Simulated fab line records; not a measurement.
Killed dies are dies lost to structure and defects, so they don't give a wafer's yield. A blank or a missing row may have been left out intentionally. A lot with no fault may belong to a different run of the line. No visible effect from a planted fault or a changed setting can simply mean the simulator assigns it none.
fab line records    flow n5Finfet
record lots=6  wafers=18  lastDay=17
route steps=1938 shown PASSIVATION@1918
lots that met no fault: from a run of the same line without faults
startH: hours from the record's first day to the start of the lot's first wafer shown    waitH: how many hours have passed since the lot's step before this one    " repeats the value in the row above    L1.1+2: a single row standing in for several wafers    - either no value or no given start    * or withheld: withheld    < > ~ a bound
route shown NAME@n: names a module that has steps shown in the file, with the first one's number in the route    usual: average and standard deviation across the fault-free wafers    same: alike in all rows    chamber/n: place in a boat    sites: the reading at each site    _std_site: the values' standard deviation    _edge_site: the outer-site mean with the inner-site mean subtracted    radiusMm: how far each site lies from the wafer's centre    mask NAME#n: copy n    behind: the tool/chamber that last shaped the wafer    hold: cause of the lot's hold/its duration in hours/its outcome    device: the transistor (n, p or np) that didn't switch    end of line: the tests these same wafers got at the end of their route    step lacking rows: just its recipe    killed: not the wafer's yield, but the dies lost to structure and defects at the first sort    map: the dies of a wafer, with x for killed, . for not killed, _ for no die there
set.NAME: setting as actually run; set.NAME@STEP: the setting as run at that earlier step    model.NAME: the simulator's own value behind a step, which no gauge read
lots at selected steps of the route; one table per step, one row per wafer
services: from which hour (startH, from the record's first day; less than 0 if before it) a tool's chamber was out of use, for how many hours, and why
## steps
# step N5_PASSIVATION_COAT_38
# recipe spinRpm=3000  resistThkNm=withheld
# step N5_PASSIVATION_EBR_40
# recipe solvent=PGMEA  ebrWidthMm=1.5
# step N5_PASSIVATION_SOFTBAKE_39
# recipe tempC=110  timeS=120
# step N5_PASSIVATION_EXPOSE_41
# recipe maskId=PASS_OPEN  na=0.55  defocusNm=0  sourceShape=conventional  sigmaOuter=0.8  polarization=unpolarized  targetCdNm=40000  doseMj=57.25
# step N5_PASSIVATION_PEB_42
# recipe pebTempC=withheld  pebTimeS=*
# step N5_PASSIVATION_DEVELOP_43
# recipe developTimeS=60  rinseLiquid=diw  dry=airSpin  devTempC=21
# step N5_PASSIVATION_HARDBAKE_45
# recipe tempC=130  timeS=120
# step N5_PASSIVATION_CD_MEAS_44
# recipe targetCdNm=40000  landingEnergyEv=500  detector=seInlens
# usual cdNm=40001/3
lot.wafer  tool      chamber  startH  waitH  cdNm
L116.1     cdSem-02  0        265.69  -      39998
L116.5     "         0        "       "      40002
L116.6     "         0        "       "      39998
L128.1     cdSem-03  0        339.66  -      40002
L128.2     "         0        "       "      40003
L128.6     "         0        "       "      40001
L127.1     cdSem-03  0        339.83  -      39999
L127.3     "         0        "       "      39998
L127.4     "         0        "       "      39999
L129.2     cdSem-02  0        361.31  -      40001
L129.3     "         0        "       "      40007
L129.6     "         0        "       "      40005
L135.2     cdSem-03  0        380.40  -      39995
L135.3     "         0        "       "      39994
L135.5     "         0        "       "      39996
L138.2     cdSem-03  0        397.65  -      40000
L138.5     "         0        "       "      40000
L138.6     "         0        "       "      40001
# step N5_PASSIVATION_OVL_MEAS_66
# recipe pointsPerWafer=44
# usual PASS_OPEN_OVL=-3/4.5
# same pointsPerWafer=44
lot.wafer  tool        chamber  startH  waitH  PASS_OPEN_OVL[nm]
L116.1     overlay-01  0        265.72  0.0    -1
L116.5     "           0        "       "      -9
L116.6     "           0        "       "      5
L128.1     overlay-01  0        339.69  0.0    -5
L128.2     "           0        "       "      -5
L128.6     "           0        "       "      -3
L127.1     overlay-01  0        339.86  0.0    -8
L127.3     "           0        "       "      -5
L127.4     "           0        "       "      -8
L129.2     overlay-01  0        361.34  0.0    2
L129.3     "           0        "       "      -2
L129.6     "           0        "       "      -1
L135.2     overlay-02  0        380.43  0.0    2
L135.3     "           0        "       "      -5
L135.5     "           0        "       "      1
L138.2     overlay-01  0        397.68  0.0    -2
L138.5     "           0        "       "      -1
L138.6     "           0        "       "      -5
# step N5_PASSIVATION_INSPECT_67
# recipe mode=adi  inspectInstrument=macro
# usual rawDefectCount=2.2/1.5
lot.wafer  tool              chamber  startH  waitH  rawDefectCount
L116.1     defectInspect-01  -        265.75  0.0    4
L116.5     "                 -        "       "      2
L116.6     "                 -        "       "      3
L128.1     defectInspect-02  -        339.72  0.0    3
L128.2     "                 -        "       "      4
L128.6     "                 -        "       "      1
L127.1     defectInspect-02  -        339.88  0.0    2
L127.3     "                 -        "       "      2
L127.4     "                 -        "       "      2
L129.2     defectInspect-02  -        361.37  0.0    0
L129.3     "                 -        "       "      2
L129.6     "                 -        "       "      1
L135.2     defectInspect-01  -        380.45  0.0    4
L135.3     "                 -        "       "      2
L135.5     "                 -        "       "      3
L138.2     defectInspect-01  -        397.70  0.0    1
L138.5     "                 -        "       "      1
L138.6     "                 -        "       "      1
# step N5_PASSIVATION_DESCUM_46
# recipe chemistry=O2  timeS=7.9  sourcePowerW=50  biasPowerW=20  pressureMtorr=20  rfFrequencyHz=2.712e+07  tempC=40  o2FlowSccm=225
# usual drypumpMotorCurrentA=5.8/0.46  oesProductAu=0.79/0.085  rfVppV=243.4/1.5  showerheadPlenumPTorr=2.11/0.082  throttleValvePct=20.37/0.21
lot.wafer  tool        chamber  startH  waitH  drypumpMotorCurrentA  oesProductAu  rfHoursCounterH  rfVppV  showerheadPlenumPTorr  throttleValvePct
L116.1     rieDiel-01  0        266.37  0.6    5.6                   0.70          221              242.8   1.98                   20.65
L116.5     "           3        "       "      6.2                   0.74          -                246.8   2.18                   20.48
L116.6     "           0        "       "      5.6                   0.70          -                241.7   1.98                   20.66
L128.1     rieDiel-01  0        339.77  0.0    5.6                   0.68          248              242.1   1.97                   20.69
L128.2     "           3        "       "      6.2                   0.71          190              244.4   2.17                   20.51
L128.6     "           0        "       "      5.7                   0.68          -                242.3   1.97                   20.68
L127.1     rieDiel-01  3        340.36  0.5    6.2                   0.72          190              244.0   2.17                   20.50
L127.3     "           0        "       "      5.6                   0.68          248              241.6   1.97                   20.69
L127.4     "           1        "       "      5.6                   0.78          120              245.7   2.18                   20.24
L129.2     rieDiel-06  0        361.92  0.5    5.7                   0.83          90               241.5   2.03                   20.31
L129.3     "           1        "       "      5.0                   0.82          79               241.4   2.02                   20.23
L129.6     "           1        "       "      5.0                   0.81          -                242.6   2.02                   20.25
L135.2     rieDiel-06  1        380.51  0.1    5.0                   0.81          86               242.7   2.01                   20.27
L135.3     "           0        "       "      5.7                   0.80          98               242.2   2.02                   20.35
L135.5     "           2        "       "      5.4                   0.67          -                243.8   2.14                   20.93
L138.2     rieDiel-02  2        397.76  0.1    6.1                   0.72          187              243.7   2.17                   20.44
L138.5     "           3        "       "      5.9                   0.70          -                239.7   1.99                   20.35
L138.6     "           0        "       "      5.5                   0.84          -                245.1   2.20                   20.14
# step N5_PASSIVATION_PASS_ETCH_47
# recipe chemistry=CF4/O2  target=SiNx  targetDepthA=7700  timeS=385  ionEnergyEv=100  pressureMtorr=40  sourceW=535  biasW=49  Ar_flow_sccm=100  cf4FlowSccm=100  O2_flow_sccm=10
# usual O2_flow_sccm=9.99/0.031  drypumpMotorCurrentA=5.8/0.46  oesProductAu=0.79/0.081  rfFwdPowerW=533.9/1.6  rfVppV=239.8/2.1  showerheadPlenumPTorr=2.22/0.079  throttleValvePct=15.83/0.23
lot.wafer  tool        chamber  startH  waitH  O2_flow_sccm  drypumpMotorCurrentA  oesProductAu  rfFwdPowerW  rfHoursCounterH  rfVppV  showerheadPlenumPTorr  throttleValvePct
L116.1     rieDiel-01  0        266.40  0.0    10.02         5.6                   0.71          534.9        221              237.2   2.10                   16.18
L116.5     "           3        "       "      9.97          6.2                   0.74          536.4        -                242.7   2.29                   15.95
L116.6     "           0        "       "      10.02         5.6                   0.71          530.4        -                235.8   2.10                   16.20
L128.1     rieDiel-01  0        339.80  0.0    10.02         5.6                   0.69          534.3        248              237.0   2.09                   16.25
L128.2     "           3        "       "      10.01         6.2                   0.72          534.1        190              241.2   2.28                   15.99
L128.6     "           0        "       "      10.07         5.6                   0.69          534.5        -                237.3   2.09                   16.25
L127.1     rieDiel-01  3        340.39  0.0    9.97          6.2                   0.72          535.8        190              243.4   2.28                   15.98
L127.3     "           0        "       "      10.00         5.6                   0.69          535.1        248              237.5   2.09                   16.25
L127.4     "           1        "       "      9.95          5.6                   0.77          536.5        120              243.3   2.30                   15.80
L129.2     rieDiel-06  0        361.95  0.0    9.96          5.7                   0.81          536.1        90               240.8   2.14                   15.74
L129.3     "           1        "       "      10.02         5.0                   0.81          531.2        79               237.4   2.14                   15.76
L129.6     "           1        "       "      9.96          5.0                   0.82          535.0        -                237.2   2.14                   15.74
L135.2     rieDiel-06  1        380.54  0.0    10.02         5.0                   0.80          533.9        86               236.6   2.14                   15.77
L135.3     "           0        "       "      10.00         5.7                   0.81          533.9        98               241.7   2.13                   15.77
L135.5     "           2        "       "      9.98          5.4                   0.68          533.4        -                238.5   2.25                   16.36
L138.2     rieDiel-02  2        397.80  0.0    10.04         6.1                   0.71          536.5        187              240.1   2.28                   15.87
L138.5     "           3        "       "      10.02         5.9                   0.70          534.0        -                241.1   2.10                   15.87
L138.6     "           0        "       "      10.02         5.5                   0.84          534.6        -                240.7   2.32                   15.58
# step N5_PASSIVATION_ETCH_54
# recipe chemistry=CHF3/O2  target=SiO2  targetDepthA=8800  CHF3_flow_sccm=50  O2_flow_sccm=5  Ar_flow_sccm=200  timeS=440  maskMaterial=PR  pressureMtorr=30  sourceW=650  biasW=170  ionEnergyEv=200
# usual O2_flow_sccm=5.000/0.015  drypumpMotorCurrentA=5.8/0.46  oesProductAu=0.79/0.08  rfFwdPowerW=649.3/1.8  rfVppV=522/4.1  showerheadPlenumPTorr=2.43/0.088  throttleValvePct=18.77/0.21
lot.wafer  tool        chamber  startH  waitH  O2_flow_sccm  drypumpMotorCurrentA  oesProductAu  rfFwdPowerW  rfHoursCounterH  rfVppV  showerheadPlenumPTorr  throttleValvePct  model.etch.depthNm  model.PASSIVATION.featureDepthNm
L116.1     rieDiel-01  0        266.63  0.1    4.986         5.6                   0.71          647.6        221              518     2.30                   19.15             853.3               853.2
L116.5     "           3        "       "      4.991         6.2                   0.74          649.0        -                527     2.49                   18.83             883.4               883.4
L116.6     "           0        "       "      5.009         5.6                   0.71          649.4        -                518     2.30                   19.14             858.4               858.4
L128.1     rieDiel-01  0        340.03  0.1    5.004         5.6                   0.71          804.6        248              465     2.29                   19.18             929                 929
L128.2     "           3        "       "      5.007         6.2                   0.73          650.4        190              527     2.49                   18.86             883.5               883.6
L128.6     "           0        "       "      5.015         5.6                   0.70          806.1        -                463     2.29                   19.17             933.1               933
L127.1     rieDiel-01  3        340.62  0.1    5.009         6.2                   0.72          648.1        190              528     2.49                   18.87             867.6               867.6
L127.3     "           0        "       "      5.013         5.7                   0.70          807.1        248              462     2.29                   19.17             918                 918
L127.4     "           1        "       "      5.031         5.6                   0.78          648.3        121              527     2.52                   18.71             864.9               865
L129.2     rieDiel-06  0        362.18  0.1    4.979         5.7                   0.82          648.4        90               525     2.33                   18.67             882.1               882
L129.3     "           1        "       "      5.007         5.0                   0.81          648.4        79               517     2.34                   18.73             870.9               870.8
L129.6     "           1        "       "      4.999         5.0                   0.81          646.2        -                516     2.34                   18.71             874                 874
L135.2     rieDiel-06  1        380.77  0.1    5.007         5.0                   0.81          647.3        86               518     2.34                   18.73             875.9               875.8
L135.3     "           0        "       "      4.997         5.7                   0.80          645.4        99               523     2.33                   18.66             887.5               887.4
L135.5     "           2        "       "      5.013         5.5                   0.68          648.1        -                520     2.46                   19.28             870.7               870.8
L138.2     rieDiel-02  2        398.03  0.1    5.024         6.1                   0.71          648.9        187              525     2.50                   18.81             878.3               878.4
L138.5     "           3        "       "      4.995         5.9                   0.70          648.8        -                526     2.30                   18.79             880.5               880.4
L138.6     "           0        "       "      5.017         5.5                   0.83          649.2        -                523     2.54                   18.56             891.6               891.6
# step N5_PASSIVATION_STRIP_48
# recipe chemistry=O2  powerW=600  tempC=60  pressureMtorr=30  rfFrequencyHz=6e+07  biasPowerW=0  overashFraction=0.5  o2FlowSccm=225
# usual drypumpMotorCurrentA=5.8/0.46  oesProductAu=0.79/0.085  rfVppV=3.8/2.5  showerheadPlenumPTorr=2.11/0.082  throttleValvePct=16.62/0.23
lot.wafer  tool        chamber  startH  waitH  drypumpMotorCurrentA  oesProductAu  rfHoursCounterH  rfVppV  showerheadPlenumPTorr  throttleValvePct
L116.1     rieDiel-01  0        266.92  0.1    5.7                   0.68          221              5.1     1.98                   16.90
L116.5     "           3        "       "      6.2                   0.74          -                10.4    2.18                   16.80
L116.6     "           0        "       "      5.6                   0.68          -                4.3     1.98                   16.92
L128.1     rieDiel-01  0        340.32  0.1    5.6                   0.69          248              5.7     1.97                   17.01
L128.2     "           3        "       "      6.2                   0.73          190              2.3     2.17                   16.79
L128.6     "           0        "       "      5.6                   0.68          -                2.1     1.97                   17.01
L127.1     rieDiel-01  3        340.91  0.1    6.2                   0.73          190              1.9     2.17                   16.80
L127.3     "           0        "       "      5.6                   0.68          248              0.0     1.97                   17.04
L127.4     "           1        "       "      5.6                   0.76          121              8.3     2.18                   16.46
L129.2     rieDiel-06  0        362.47  0.1    5.7                   0.81          90               0.4     2.03                   16.54
L129.3     "           1        "       "      5.0                   0.79          79               1.8     2.02                   16.53
L129.6     "           1        "       "      4.9                   0.79          -                2.5     2.02                   16.44
L135.2     rieDiel-06  1        381.06  0.1    5.0                   0.80          86               0       2.02                   16.57
L135.3     "           0        "       "      5.7                   0.79          99               8.3     2.03                   16.57
L135.5     "           2        "       "      5.4                   0.67          -                3.6     2.14                   17.13
L138.2     rieDiel-02  2        398.32  0.1    6.1                   0.70          187              2.7     2.18                   16.73
L138.5     "           3        "       "      5.9                   0.72          -                4.9     1.99                   16.66
L138.6     "           0        "       "      5.5                   0.84          -                3.6     2.21                   16.32
## services
tool        chamber  startH  hours  kind
rieDiel-06  1        266.28  23.2   repair
rieDiel-02  1        277.02  -      clean
rieDiel-02  1        277.02  -      consumableReplace:focusRing
rieDiel-02  1        277.02  15.9   scheduledDown
rieDiel-02  1        277.02  15.9   ventCycle
rieDiel-01  0        346.38  -      clean
rieDiel-01  0        346.38  -      consumableReplace:focusRing
rieDiel-01  0        346.38  26.3   scheduledDown
rieDiel-01  0        346.38  26.3   ventCycle
rieDiel-06  3        353.66  29.7   repair
rieDiel-06  1        363.58  4.0    repair
rieDiel-06  2        383.59  -      clean
rieDiel-06  2        383.59  -      consumableReplace:esc
rieDiel-06  2        383.59  -      consumableReplace:focusRing
rieDiel-06  2        383.59  24.2   scheduledDown
rieDiel-06  2        383.59  24.2   ventCycle
## key
firstSign step=N5_PASSIVATION_ETCH_54  reading=rfFwdPowerW  direction=up  sigmas=89  usual=*  struck=*
effect step=N5_PASSIVATION_ETCH_54  reading=rfVppV  direction=down  sigmas=14  usual=522  struck=463
modelEffect step=N5_PASSIVATION_ETCH_54  value=etch.depthNm  without=852.9  struck=926.7
metAt N5_PASSIVATION_ETCH_54
struckWafers L127.3,L128.1,L128.6
onsetBetween 266.63 340.03
fault kind=processParameterDrift  tool=rieDiel-01  chamber=0  onsetH=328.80  steps=N5_PASSIVATION_ETCH_54  channel=sourceW  offset=156  shape=step  endH=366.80  actsIn=theseRecipesOnly  stated=650
